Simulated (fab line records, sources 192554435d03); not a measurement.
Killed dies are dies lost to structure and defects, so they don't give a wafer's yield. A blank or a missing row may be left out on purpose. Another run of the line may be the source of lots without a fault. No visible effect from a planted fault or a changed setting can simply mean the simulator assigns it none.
fab line records    flow n5_finfet
record: lots: 7  wafers: 21
route steps=1938 shown BEOL_M6@1221 BEOL_M8@1332 BEOL_M9@1419 BEOL_M10@1500 BEOL_M11@1539
start_h: start of the lot's first displayed wafer, in hours after the record's first day    wait_h: hours from the lot's prior step to this one    " as in the row above    L1.1+2: a row that stands for several wafers    - no value, or no start was given    * or withheld: withheld    < > ~ a bound
route shown NAME@n: NAME is a module with steps in the file, n the number in the route of the first one    usual: average and standard deviation across the fault-free wafers    same: alike in all rows    chamber/n: place in a boat    sites: each site's reading    _std_site: standard deviation across them    _edge_site: inner sites' mean taken away from outer sites' mean    radius_mm: for every site, how far away it sits from the centre of the wafer    mask NAME#n: copy n    behind: the last tool/chamber to shape the wafer    hold: why the lot went on hold/how many hours it stayed there/how the hold came to an end    device: whichever transistor did not switch (one of n, p or np)    end of line: tests run on the same wafers once the route is complete    a step with no rows: only its recipe    killed: not the wafer's yield, but the dies lost to structure and defects at the first sort    map: a wafer's dies, x killed, . not, _ none there
set.NAME: setting as actually run; set.NAME@STEP: the setting as run at that earlier step    model.NAME: the simulator's own value behind a step, which no gauge read
lots run with intentionally changed settings; tables by step, rows by wafer
== steps ==
step: N5_BEOL_M6_COAT_22
recipe: resist: CAR-EUV  spin_rpm: 1500  resist_thk_nm: 30
lot.wafer   tool            chamber  start_h  wait_h  set.spin_rpm  model.CAR-EUV_of_BEOL_M6_COAT_22.thk_nm
L075.1+3    litho_track-03  0        -        -       1500          30.2
L075.4      "               0        "        "       1665          28.6
L077.1+2    litho_track-03  0        -        -       1500          30
L077.6      "               0        "        "       1500          30.2
L083.3      litho_track-03  0        -        -       1659          28.6
L083.4+6    "               0        "        "       1500          30
L090.1+5    litho_track-02  0        -        -       1500          30.2
L090.4      "               0        "        "       1500          30
L091.1+4+5  litho_track-02  0        -        -       1500          30
L094.3+5+6  litho_track-01  0        -        -       1500          30
L095.2+4+6  litho_track-03  0        -        -       1500          30
step: N5_BEOL_M6_DESCUM_33
recipe: chemistry: O2  time_s: 7  source_power_w: 50  bias_power_w: 20  pressure_mtorr: 20  rf_frequency_hz: 2.712e+07  temp_c: 40  resist: CAR-EUV  o2_flow_sccm: 225
lot.wafer   tool         chamber  start_h  wait_h  set.time_s  set.spin_rpm@BEOL_M6_COAT_22  model.CAR-EUV_of_BEOL_M6_COAT_22.thk_nm
L075.1+3    rie_diel-03  2,1      222.46   0.0     7           1500                          26.2
L075.4      "            3        "        "       7           1665                          24.6
L077.1+2    rie_diel-03  2,0      244.48   0.2     5.451       1500                          26.8
L077.6      "            0        "        "       7           1500                          26.2
L083.3      rie_diel-03  1        267.41   0.0     7           1659                          24.6
L083.4      "            2        "        "       7.758       1500                          25.8
L083.6      "            0        "        "       7           1500                          26
L090.1+5    rie_diel-01  3,0      316.49   0.0     7           1500                          26.2
L090.4      "            2        "        "       8.023       1500                          25.6
L091.1      rie_diel-03  1        317.25   0.1     7           1500                          26.2
L091.4+5    "            1,0      "        "       7           1500                          26
L094.3+5+6  rie_diel-03  2,1,2    336.38   0.5     7           1500                          26
L095.2+6    rie_diel-04  0        360.09   0.0     7           1500                          26
L095.4      "            1        "        "       7           1500                          26.2
step: N5_BEOL_M6_VIA_ETCH_34
recipe: chemistry: C4F6/O2  target: SiCOH_lowk  target_depth_a: 1263  mask_material: SOC  taper_deg: 4  time_s: 50.9  ion_energy_ev: 250  pressure_mtorr: 30  source_w: 345  bias_w: 185  Ar_flow_sccm: 300  C4F6_flow_sccm: 10  O2_flow_sccm: 10
lot.wafer  tool         chamber  start_h  wait_h  set.time_s  model.etch.depth_nm  model.SOC_of_BEOL_M6_COAT_63.thk_nm
L075.1     rie_diel-03  2        222.64   0.0     50.9        124.9                53.6
L075.3     "            1        "        "       50.9        127.9                53.6
L075.4     "            3        "        "       50.9        125.8                53.4
L077.1     rie_diel-03  2        244.66   0.0     56.68       139.5                53.6
L077.2     "            0        "        "       50.9        127.4                54.2
L077.6     "            0        "        "       56.68       142.6                53.4
L083.3     rie_diel-03  1        267.59   0.0     41.09       103.8                55
L083.4     "            2        "        "       50.9        125.8                54
L083.6     "            0        "        "       41.09       103.9                55
L090.1     rie_diel-01  3        316.67   0.0     58.53       147.3                52.8
L090.4     "            2        "        "       50.9        126.5                53.8
L090.5     "            0        "        "       50.9        124.9                54
L091.1     rie_diel-03  1        317.43   0.0     44.41       110                  54.8
L091.4     "            1        "        "       50.9        126.6                54
L091.5     "            0        "        "       44.41       111.2                54.6
L094.3     rie_diel-03  2        336.56   0.0     50.9        128.9                54
L094.5     "            1        "        "       50.9        124.9                54.2
L094.6     "            2        "        "       50.9        128.7                53.8
L095.2     rie_diel-04  0        360.27   0.0     50.9        126.5                54
L095.4     "            1        "        "       59.09       146.9                53
L095.6     "            0        "        "       59.09       146.4                53
step: N5_BEOL_M8_ILD_DEP_00
recipe: material: SiCOH_lowk  target_thk_a: 1797.5  temp_c: 300  precursor: DEMS/porogen  pressure_torr: 5  rf_w: 500  time_s: 33.4
lot.wafer  tool      chamber  start_h  wait_h  set.time_s  model.SiCOH_lowk_of_BEOL_M8_ILD_DEP_00.thk_nm
L075.1     pecvd-04  2        236.71   0.0     33.4        176
L075.3     "         1        "        "       33.4        178.8
L075.4     "         0        "        "       33.4        180.2
L077.1     pecvd-04  2        258.07   0.0     33.4        177.4
L077.2     "         1        "        "       33.4        175.2
L077.6     "         2        "        "       33.4        181.6
L083.3     pecvd-04  2        286.15   0.1     36.58       196.4
L083.4     "         1        "        "       33.4        178.4
L083.6     "         1        "        "       36.58       198.4
L091.1     pecvd-04  1        329.24   0.0     37.79       197.4
L091.4     "         2        "        "       33.4        177.8
L091.5     "         1        "        "       33.4        177
L090.1     pecvd-01  0        329.49   0.0     28.76       151.8
L090.4     "         0        "        "       33.4        177.2
L090.5     "         2        "        "       33.4        179.4
L094.3     pecvd-04  1        348.37   0.0     33.4        179.2
L094.5     "         0        "        "       33.4        182.6
L094.6     "         2        "        "       33.4        182.4
L095.2     pecvd-02  0        369.99   0.0     33.4        183.4
L095.4     "         2        "        "       28.98       161.4
L095.6     "         1        "        "       33.4        184.4
step: N5_BEOL_M8_CURE_74
recipe: temp_c: 385  time_s: 240  ambient: He/Ar  material: SiCOH_lowk
lot.wafer  tool        chamber  start_h  wait_h  set.time_s@BEOL_M8_ILD_DEP_00  model.SiCOH_lowk_of_BEOL_M8_ILD_DEP_00.thk_nm
L075.1     uv_cure-03  0        236.78   0.0     33.4                           151.6
L075.3     "           0        "        "       33.4                           154.2
L075.4     "           0        "        "       33.4                           155.4
L077.1     uv_cure-01  2        258.13   0.0     33.4                           152.8
L077.2     "           2        "        "       33.4                           151
L077.6     "           2        "        "       33.4                           156.6
L083.3     uv_cure-02  2        286.38   0.2     36.58                          169.4
L083.4     "           2        "        "       33.4                           153.8
L083.6     "           2        "        "       36.58                          171.2
L091.1     uv_cure-03  1        329.30   0.0     37.79                          170.4
L091.4     "           1        "        "       33.4                           153.2
L091.5     "           1        "        "       33.4                           152.6
L090.1     uv_cure-02  1        329.56   0.0     28.76                          130.6
L090.4     "           1        "        "       33.4                           152.8
L090.5     "           1        "        "       33.4                           154.6
L094.3     uv_cure-02  2        348.60   0.2     33.4                           154.4
L094.5+6   "           2        "        "       33.4                           157.4
L095.2     uv_cure-03  0        370.13   0.1     33.4                           158.2
L095.4     "           0        "        "       28.98                          139
L095.6     "           0        "        "       33.4                           159
step: N5_BEOL_M8_THK_MEAS_01
recipe: reads: SiCOH_lowk_of_BEOL_M8_ILD_DEP_00
usual: M8_ILD_THK: 153.9/2
lot.wafer  tool           chamber  start_h  wait_h  set.time_s@BEOL_M8_ILD_DEP_00  M8_ILD_THK[nm]
L075.1     film_metro-01  -        237.77   0.8     33.4                           151.7
L075.3     "              -        "        "       33.4                           154.2
L075.4     "              -        "        "       33.4                           155.2
L077.1     film_metro-01  -        258.64   0.4     33.4                           152.8
L077.2     "              -        "        "       33.4                           151.1
L077.6     "              -        "        "       33.4                           156.5
L083.3     film_metro-02  -        286.73   0.3     36.58                          169.5
L083.4     "              -        "        "       33.4                           153.9
L083.6     "              -        "        "       36.58                          171.2
L091.1     film_metro-01  -        329.81   0.4     37.79                          170.5
L091.4     "              -        "        "       33.4                           153.2
L091.5     "              -        "        "       33.4                           152.6
L090.1     film_metro-01  -        330.07   0.4     28.76                          130.7
L090.4     "              -        "        "       33.4                           152.9
L090.5     "              -        "        "       33.4                           154.7
L094.3     film_metro-01  -        348.95   0.3     33.4                           154.4
L094.5     "              -        "        "       33.4                           157.4
L094.6     "              -        "        "       33.4                           157.3
L095.2     film_metro-02  -        370.56   0.4     33.4                           158.1
L095.4     "              -        "        "       28.98                          139.1
L095.6     "              -        "        "       33.4                           159.0
step: N5_BEOL_M8_COAT_22
recipe: resist: CAR-EUV  spin_rpm: 1500  resist_thk_nm: 30
lot.wafer   tool            chamber  start_h  wait_h  set.spin_rpm  model.CAR-EUV_of_BEOL_M8_COAT_22.thk_nm
L075.1      litho_track-01  0        -        -       1500          30
L075.3+4    "               0        "        "       1585          29.2
L077.1+2    litho_track-05  0        -        -       1500          30
L077.6      "               0        "        "       1500          30.2
L083.3+4    litho_track-05  0        -        -       1437          30.8
L083.6      "               0        "        "       1500          30.2
L091.1+5    litho_track-05  0        -        -       1500          30
L091.4      "               0        "        "       1500          30.2
L090.1+5    litho_track-01  0        -        -       1657          28.6
L090.4      "               0        "        "       1500          30
L094.3+5+6  litho_track-01  0        -        -       1500          30
L095.2+4+6  litho_track-03  0        -        -       1500          30
step: N5_BEOL_M8_EBR_24
recipe: solvent: PGMEA  ebr_width_mm: 1.5
step: N5_BEOL_M8_SOFTBAKE_23
recipe: temp_c: 110  time_s: 60  resist: CAR-EUV
step: N5_BEOL_M8_EXPOSE_25
recipe: mask_id: V7  na: 0.33  source_shape: annular  sigma_inner: 0.4  sigma_outer: 0.8  polarization: unpolarized  target_cd_nm: 40  dose_mj: 42.5
step: N5_BEOL_M8_PEB_26
recipe: peb_temp_c: 100  peb_time_s: 60  resist: CAR-EUV
step: N5_BEOL_M8_DEVELOP_27
recipe: develop_time_s: 30  developer: TMAH  resist: CAR-EUV  rinse_liquid: surfactant_rinse  dry: air_spin  dev_temp_c: 23
lot.wafer   tool            chamber  start_h  wait_h  set.spin_rpm@BEOL_M8_COAT_22  model.CAR-EUV_of_BEOL_M8_COAT_22.thk_nm
L075.1      litho_track-05  0        -        -       1500                          29.6
L075.3+4    "               0        "        "       1585                          28.8
L077.1+2+6  litho_track-05  0        -        -       1500                          29.6
L083.3+4    litho_track-01  0        -        -       1437                          30.4
L083.6      "               0        "        "       1500                          29.6
L091.1+4+5  litho_track-03  0        -        -       1500                          29.6
L090.1      litho_track-01  0        -        -       1657                          28.2
L090.4      "               0        "        "       1500                          29.6
L090.5      "               0        "        "       1657                          28
L094.3+5+6  litho_track-01  0        -        -       1500                          29.6
L095.2+4+6  litho_track-01  0        -        -       1500                          29.6
step: N5_BEOL_M8_DESCUM_33
recipe: chemistry: O2  time_s: 7  source_power_w: 50  bias_power_w: 20  pressure_mtorr: 20  rf_frequency_hz: 2.712e+07  temp_c: 40  resist: CAR-EUV  o2_flow_sccm: 225
lot.wafer   tool         chamber  start_h  wait_h  set.time_s  set.spin_rpm@BEOL_M8_COAT_22  model.CAR-EUV_of_BEOL_M8_COAT_22.thk_nm
L075.1      rie_diel-04  2        244.01   0.0     7           1500                          26
L075.3      "            3        "        "       8.391       1585                          24.6
L075.4      "            1        "        "       7           1585                          25.2
L077.1+6    rie_diel-01  3,2      266.04   0.4     7           1500                          26.2
L077.2      "            1        "        "       7           1500                          26
L083.3+4    rie_diel-01  2,1      291.81   0.0     7.795       1437                          26.4
L083.6      "            2        "        "       7           1500                          26.2
L091.1      rie_diel-04  0        333.52   0.2     7           1500                          26.2
L091.4      "            3        "        "       8.328       1500                          25.6
L091.5      "            2        "        "       7           1500                          26
L090.1+5    rie_diel-03  2,0      334.51   0.6     7           1657                          24.6
L090.4      "            2        "        "       7           1500                          26.2
L094.3+5+6  rie_diel-01  3,1,2    355.25   0.6     7           1500                          26.2
L095.2+4    rie_diel-01  1,2      373.96   0.4     7           1500                          26
L095.6      "            2        "        "       6.184       1500                          26.4
step: N5_BEOL_M8_ETCH_72
recipe: chemistry: N2/H2  target: underlayer  target_depth_a: 65  mask_material: CAR-EUV  time_s: 5.2  ion_energy_ev: 200  pressure_mtorr: 30  source_w: 840  bias_w: 150  n2_flow_sccm: 200  h2_flow_sccm: 200  ends: cleared
lot.wafer   tool         chamber  start_h  wait_h  set.spin_rpm@BEOL_M8_COAT_22  set.time_s@BEOL_M8_DESCUM_33  model.CAR-EUV_of_BEOL_M8_COAT_22.thk_nm
L075.1      rie_diel-04  2        244.04   0.0     1500                          7                             20.4
L075.3      "            3        "        "       1585                          8.391                         18.8
L075.4      "            1        "        "       1585                          7                             19.6
L077.1+6    rie_diel-01  3,2      266.07   0.0     1500                          7                             20.4
L077.2      "            1        "        "       1500                          7                             20.2
L083.3+4    rie_diel-01  2,1      291.85   0.0     1437                          7.795                         20.8
L083.6      "            2        "        "       1500                          7                             20.4
L091.1+5    rie_diel-04  0,2      333.55   0.0     1500                          7                             20.4
L091.4      "            3        "        "       1500                          8.328                         19.8
L090.1+5    rie_diel-03  2,0      334.54   0.0     1657                          7                             18.8
L090.4      "            2        "        "       1500                          7                             20.4
L094.3+5+6  rie_diel-01  3,1,2    355.28   0.0     1500                          7                             20.4
L095.2      rie_diel-01  1        374.00   0.0     1500                          7                             20.2
L095.4      "            2        "        "       1500                          7                             20.4
L095.6      "            2        "        "       1500                          6.184                         20.8
step: N5_BEOL_M8_ETCH_65
recipe: chemistry: CF4  target: SiARC  target_depth_a: 156  mask_material: CAR-EUV  time_s: 26  ion_energy_ev: 80  pressure_mtorr: 40  source_w: 545  bias_w: 36  Ar_flow_sccm: 100  cf4_flow_sccm: 100  ends: cleared
lot.wafer   tool         chamber  start_h  wait_h  set.spin_rpm@BEOL_M8_COAT_22  set.time_s@BEOL_M8_DESCUM_33  model.CAR-EUV_of_BEOL_M8_COAT_22.thk_nm
L075.1      rie_diel-04  2        244.06   0.0     1500                          7                             11.2
L075.3      "            3        "        "       1585                          8.391                         9.6
L075.4      "            1        "        "       1585                          7                             10.4
L077.1+6    rie_diel-01  3,2      266.09   0.0     1500                          7                             11.2
L077.2      "            1        "        "       1500                          7                             11
L083.3+4    rie_diel-01  2,1      291.87   0.0     1437                          7.795                         11.6
L083.6      "            2        "        "       1500                          7                             11.2
L091.1+5    rie_diel-04  0,2      333.57   0.0     1500                          7                             11.2
L091.4      "            3        "        "       1500                          8.328                         10.6
L090.1+5    rie_diel-03  2,0      334.56   0.0     1657                          7                             9.6
L090.4      "            2        "        "       1500                          7                             11.2
L094.3+5+6  rie_diel-01  3,1,2    355.30   0.0     1500                          7                             11.2
L095.2+4    rie_diel-01  1,2      374.01   0.0     1500                          7                             11.2
L095.6      "            2        "        "       1500                          6.184                         11.6
step: N5_BEOL_M9_ETCH_62
recipe: chemistry: N2/H2  target: SOC  target_depth_a: 1100  overetch_a: 220  mask_material: SiARC  temp_c: 40  time_s: 165  ion_energy_ev: 200  pressure_mtorr: 30  source_w: 840  bias_w: 150  n2_flow_sccm: 200  h2_flow_sccm: 200
lot.wafer  tool         chamber  start_h  wait_h  set.time_s  model.SiARC_of_BEOL_M9_COAT_60.thk_nm
L075.1+3   rie_diel-02  2,3      251.26   0.0     165         23.4
L075.4     "            1        "        "       136         24.6
L077.1+2   rie_diel-05  2,3      275.56   0.0     193.6       22.4
L077.6     "            3        "        "       165         23.6
L083.3     rie_diel-05  1        298.96   0.0     165         23.6
L083.4     "            1        "        "       139         24.6
L083.6     "            3        "        "       139         24.8
L090.1     rie_diel-02  0        341.28   0.0     198.2       22.2
L090.4     "            3        "        "       165         23.2
L090.5     "            1        "        "       198.2       22
L091.1     rie_diel-02  0        341.53   0.0     165         23.6
L091.4     "            2        "        "       165         23.4
L091.5     "            1        "        "       148.7       24.2
L094.3+5   rie_diel-06  0        360.93   0.0     165         23.4
L094.6     "            1        "        "       165         23.6
L095.2     rie_diel-05  1        379.93   0.0     165         23.6
L095.4     "            3        "        "       139.6       24.4
L095.6     "            0        "        "       139.6       24.6
step: N5_BEOL_M9_STRIP_68
recipe: chemistry: N2/H2  temp_c: 40  n2_flow_sccm: 200  h2_flow_sccm: 200  rf_frequency_hz: 6e+07
step: N5_BEOL_M9_STRIP_67
recipe: chemistry: CF4  resist: SiARC  power_w: 300  bias_power_w: 75  pressure_mtorr: 50  cf4_flow_sccm: 150  rf_frequency_hz: 6e+07
step: N5_BEOL_M9_HM_OPEN_17
recipe: chemistry: Cl2/BCl3  target_depth_a: 200  overetch_a: 60  target: TiN  mask_material: SOC  ion_energy_ev: 150  pressure_mtorr: 10  icp_w: 1000  bias_w: 126  Cl2_flow_sccm: 53.25  bcl3_flow_sccm: 21.75  Ar_flow_sccm: 25
lot.wafer  tool          chamber  start_h  wait_h  set.time_s@BEOL_M9_ETCH_62  model.etch.depth_nm
L075.1     rie_metal-01  1        251.45   0.0     165                         19.67
L075.3     "             0        "        "       165                         19.62
L075.4     "             1        "        "       136                         19.67
L077.1     rie_metal-03  0        275.88   0.2     193.6                       17.23
L077.2     "             1        "        "       193.6                       17.48
L077.6     "             0        "        "       165                         20.13
L083.3     rie_metal-02  1        299.17   0.1     165                         19.9
L083.4     "             0        "        "       139                         19.99
L083.6     "             0        "        "       139                         20.02
L090.1     rie_metal-01  0        341.47   0.0     198.2                       16.34
L090.4     "             0        "        "       165                         19.36
L090.5     "             1        "        "       198.2                       16.41
L091.1     rie_metal-02  1        341.72   0.0     165                         19.82
L091.4     "             1        "        "       165                         19.68
L091.5     "             1        "        "       148.7                       19.73
L094.3     rie_metal-02  1        361.15   0.1     165                         19.71
L094.5     "             1        "        "       165                         19.81
L094.6     "             0        "        "       165                         19.83
L095.2     rie_metal-03  0        380.12   0.0     165                         20.25
L095.4     "             0        "        "       139.6                       20.07
L095.6     "             1        "        "       139.6                       20.08
step: N5_BEOL_M10_PEB_26
recipe: peb_temp_c: withheld  peb_time_s: 60  resist: CAR-ArF
lot.wafer   tool            chamber  start_h  wait_h  set.peb_time_s
L075.1+3    litho_track-04  0        264.86   0.1     63.49
L075.4      "               0        "        "       60
L077.1+6    litho_track-04  0        289.43   0.1     60
L077.2      "               0        "        "       66.09
L083.3+6    litho_track-05  0        307.24   0.0     71.33
L083.4      "               0        "        "       60
L090.1      litho_track-04  0        355.51   0.1     60
L090.4+5    "               0        "        "       70.79
L091.1+4+5  litho_track-05  0        355.55   0.1     60
L094.3+5+6  litho_track-04  0        368.44   0.0     60
L095.2      litho_track-05  0        390.08   0.1     69.35
L095.4+6    "               0        "        "       60
step: N5_BEOL_M10_DEVELOP_27
recipe: develop_time_s: 30  developer: TMAH  resist: CAR-ArF  rinse_liquid: diw  dry: air_spin  dev_temp_c: 23
step: N5_BEOL_M10_CD_MEAS_28
recipe: target_cd_nm: 70  landing_energy_ev: 500  detector: se_inlens  polarity: opening
usual: cd_nm: 70.0/0.63
lot.wafer  tool       chamber  start_h  wait_h  set.peb_time_s@BEOL_M10_PEB_26  cd_nm
L075.1     cd_sem-02  0        264.93   -       63.49                           71.8
L075.3     "          0        "        "       63.49                           72.3
L075.4     "          0        "        "       60                              70.4
L077.1     cd_sem-02  0        289.50   -       60                              70.0
L077.2     "          0        "        "       66.09                           75.1
L077.6     "          0        "        "       60                              70.0
L083.3     cd_sem-01  0        307.31   -       71.33                           76.2
L083.4     "          0        "        "       60                              69.3
L083.6     "          0        "        "       71.33                           76.0
L090.1     cd_sem-03  0        355.58   -       60                              69.9
L090.4     "          0        "        "       70.79                           76.4
L090.5     "          0        "        "       70.79                           76.9
L091.1     cd_sem-02  0        355.62   -       60                              70.2
L091.4     "          0        "        "       60                              69.8
L091.5     "          0        "        "       60                              71.1
L094.3     cd_sem-03  0        368.51   -       60                              69.9
L094.5     "          0        "        "       60                              69.3
L094.6     "          0        "        "       60                              70.1
L095.2     cd_sem-02  0        390.15   -       69.35                           75.6
L095.4     "          0        "        "       60                              70.8
L095.6     "          0        "        "       60                              69.7
step: N5_BEOL_M11_PECVD_70
recipe: material: SiO2  target_thk_a: 200  temp_c: 400  precursor: TEOS/O2  pressure_torr: 5.5  rf_w: 450  teos_flow_sccm: 53.8  gas: O2  flow_sccm: 3000  time_s: 22.7
lot.wafer  tool      chamber  start_h  wait_h  set.temp_c  model.SiO2_of_BEOL_M11_PECVD_70.thk_nm
L075.1     pecvd-01  0        270.92   0.0     400         19.4
L075.3     "         2        "        "       400         19.2
L075.4     "         2        "        "       400         19.6
L077.1     pecvd-01  2        293.54   0.0     387.5       21.2
L077.2     "         0        "        "       400         19.8
L077.6     "         2        "        "       387.5       21.8
L083.3     pecvd-01  0        311.73   0.0     400         19.8
L083.4     "         0        "        "       400         20
L083.6     "         2        "        "       410.8       18.6
L090.1     pecvd-02  0        361.89   0.0     400         20
L090.4     "         1        "        "       400         20.2
L090.5     "         0        "        "       415.5       18.2
L091.1     pecvd-01  1        362.62   0.0     400         20.2
L091.4+5   "         1,2      "        "       404.7       19.6
L094.3     pecvd-02  1        372.28   0.0     400         19.6
L094.5+6   "         2,1      "        "       400         20
L095.2     pecvd-01  2        393.93   0.0     400         19.6
L095.4     "         1        "        "       400         20.4
L095.6     "         0        "        "       400         19.8
step: N5_BEOL_M11_HM_DEP_02
recipe: material: TiN  target_thk_a: 200  temp_c: 25  chamber_pressure_pa: 0.49996
step: N5_BEOL_M11_COAT_59
recipe: resist: SOC  temp_c: 250  time_s: 60  spin_rpm: 1500  resist_thk_nm: 100
step: N5_BEOL_M11_STRIP_77
recipe: chemistry: N2/H2  time_s: 10  power_w: 450  temp_c: 40  pressure_mtorr: 20  rf_frequency_hz: 6e+07  bias_power_w: 7  n2_flow_sccm: 200  h2_flow_sccm: 200
step: N5_BEOL_M11_HM_STRIP_39
recipe: chemistry: peroxide_tin_strip  material: TiN  target_depth_a: 250  temp_c: 50  time_s: 158
lot.wafer  tool          chamber  start_h  wait_h  set.temp_c@BEOL_M11_PECVD_70  model.SiO2_of_BEOL_M11_PECVD_70.thk_nm
L075.1+3   wet_bench-02  4,3      282.43   0.0     400                           19.2
L075.4     "             1        "        "       400                           19.4
L077.1     wet_bench-02  4        298.97   0.0     387.5                         21
L077.2     "             5        "        "       400                           19.6
L077.6     "             7        "        "       387.5                         21.6
L083.3     wet_bench-05  1        315.97   0.0     400                           19.6
L083.4     "             2        "        "       400                           19.8
L083.6     "             7        "        "       410.8                         18.6
L090.1     wet_bench-01  4        364.99   0.0     400                           19.8
L090.4     "             5        "        "       400                           20
L090.5     "             6        "        "       415.5                         18
L091.1     wet_bench-02  1        367.04   0.0     400                           20.2
L091.4+5   "             5,6      "        "       404.7                         19.4
L094.3     wet_bench-02  7        376.34   0.0     400                           19.4
L094.5+6   "             6,0      "        "       400                           19.8
L095.2     wet_bench-05  2        401.07   0.0     400                           19.4
L095.4     "             4        "        "       400                           20.2
L095.6     "             1        "        "       400                           19.6
== key ==
split: step: N5_BEOL_M6_COAT_22  setting: spin_rpm  stated: 1500  by: wafer
response: step: N5_BEOL_M6_COAT_22  reading: model.CAR-EUV_of_BEOL_M6_COAT_22.thk_nm  change: -0.139  per: 1%  r: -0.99
response: step: N5_BEOL_M6_DESCUM_33  reading: model.CAR-EUV_of_BEOL_M6_COAT_22.thk_nm  change: -0.134  per: 1%  r: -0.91
split: step: N5_BEOL_M6_DESCUM_33  setting: time_s  stated: 7  by: wafer
response: step: N5_BEOL_M6_DESCUM_33  reading: model.CAR-EUV_of_BEOL_M6_COAT_22.thk_nm  slope: -0.0302  per: 1%  together_with: spin_rpm@BEOL_M6_COAT_22  explained: 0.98
split: step: N5_BEOL_M6_VIA_ETCH_34  setting: time_s  stated: 50.9  by: wafer
response: step: N5_BEOL_M6_VIA_ETCH_34  reading: model.etch.depth_nm  change: +1.25  per: 1%  r: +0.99
response: step: N5_BEOL_M6_VIA_ETCH_34  reading: model.SOC_of_BEOL_M6_COAT_63.thk_nm  change: -0.0599  per: 1%  r: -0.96
split: step: N5_BEOL_M8_ILD_DEP_00  setting: time_s  stated: 33.4  by: wafer
response: step: N5_BEOL_M8_ILD_DEP_00  reading: model.SiCOH_lowk_of_BEOL_M8_ILD_DEP_00.thk_nm  change: +1.76  per: 1%  r: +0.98
response: step: N5_BEOL_M8_CURE_74  reading: model.SiCOH_lowk_of_BEOL_M8_ILD_DEP_00.thk_nm  change: +1.53  per: 1%  r: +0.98
response: step: N5_BEOL_M8_THK_MEAS_01  reading: M8_ILD_THK  change: +1.53  per: 1%  r: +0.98
split: step: N5_BEOL_M8_COAT_22  setting: spin_rpm  stated: 1500  by: wafer
response: step: N5_BEOL_M8_COAT_22  reading: model.CAR-EUV_of_BEOL_M8_COAT_22.thk_nm  change: -0.136  per: 1%  r: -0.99
response: step: N5_BEOL_M8_DEVELOP_27  reading: model.CAR-EUV_of_BEOL_M8_COAT_22.thk_nm  change: -0.148  per: 1%  r: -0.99
response: step: N5_BEOL_M8_ETCH_72  reading: model.CAR-EUV_of_BEOL_M8_COAT_22.thk_nm  change: -0.158  per: 1%  r: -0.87
response: step: N5_BEOL_M8_DESCUM_33  reading: model.CAR-EUV_of_BEOL_M8_COAT_22.thk_nm  slope: -0.148  per: 1%  together_with: time_s@BEOL_M8_DESCUM_33  explained: 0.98
response: step: N5_BEOL_M8_ETCH_65  reading: model.CAR-EUV_of_BEOL_M8_COAT_22.thk_nm  slope: -0.157  per: 1%  together_with: time_s@BEOL_M8_DESCUM_33  explained: 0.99
split: step: N5_BEOL_M8_DESCUM_33  setting: time_s  stated: 7  by: wafer
response: step: N5_BEOL_M8_DESCUM_33  reading: model.CAR-EUV_of_BEOL_M8_COAT_22.thk_nm  slope: -0.0299  per: 1%  together_with: spin_rpm@BEOL_M8_COAT_22  explained: 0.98
response: step: N5_BEOL_M8_ETCH_72  reading: model.CAR-EUV_of_BEOL_M8_COAT_22.thk_nm  slope: -0.0345  per: 1%  together_with: spin_rpm@BEOL_M8_COAT_22  explained: 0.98
response: step: N5_BEOL_M8_ETCH_65  reading: model.CAR-EUV_of_BEOL_M8_COAT_22.thk_nm  slope: -0.0333  per: 1%  together_with: spin_rpm@BEOL_M8_COAT_22  explained: 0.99
split: step: N5_BEOL_M9_ETCH_62  setting: time_s  stated: 165  by: wafer
response: step: N5_BEOL_M9_ETCH_62  reading: model.SiARC_of_BEOL_M9_COAT_60.thk_nm  change: -0.0639  per: 1%  r: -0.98
response: step: N5_BEOL_M9_HM_OPEN_17  reading: model.etch.depth_nm  shape: bent  at_lowest: 19.67  at_stated: 19.8  at_highest: 16.37
split: step: N5_BEOL_M10_PEB_26  setting: peb_time_s  stated: 60  by: wafer
response: step: N5_BEOL_M10_CD_MEAS_28  reading: cd_nm  change: +0.373  per: 1%  r: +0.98
split: step: N5_BEOL_M11_PECVD_70  setting: temp_c  stated: 400  by: wafer
response: step: N5_BEOL_M11_PECVD_70  reading: model.SiO2_of_BEOL_M11_PECVD_70.thk_nm  change: -0.505  per: 1%  r: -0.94
response: step: N5_BEOL_M11_HM_STRIP_39  reading: model.SiO2_of_BEOL_M11_PECVD_70.thk_nm  change: -0.496  per: 1%  r: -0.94
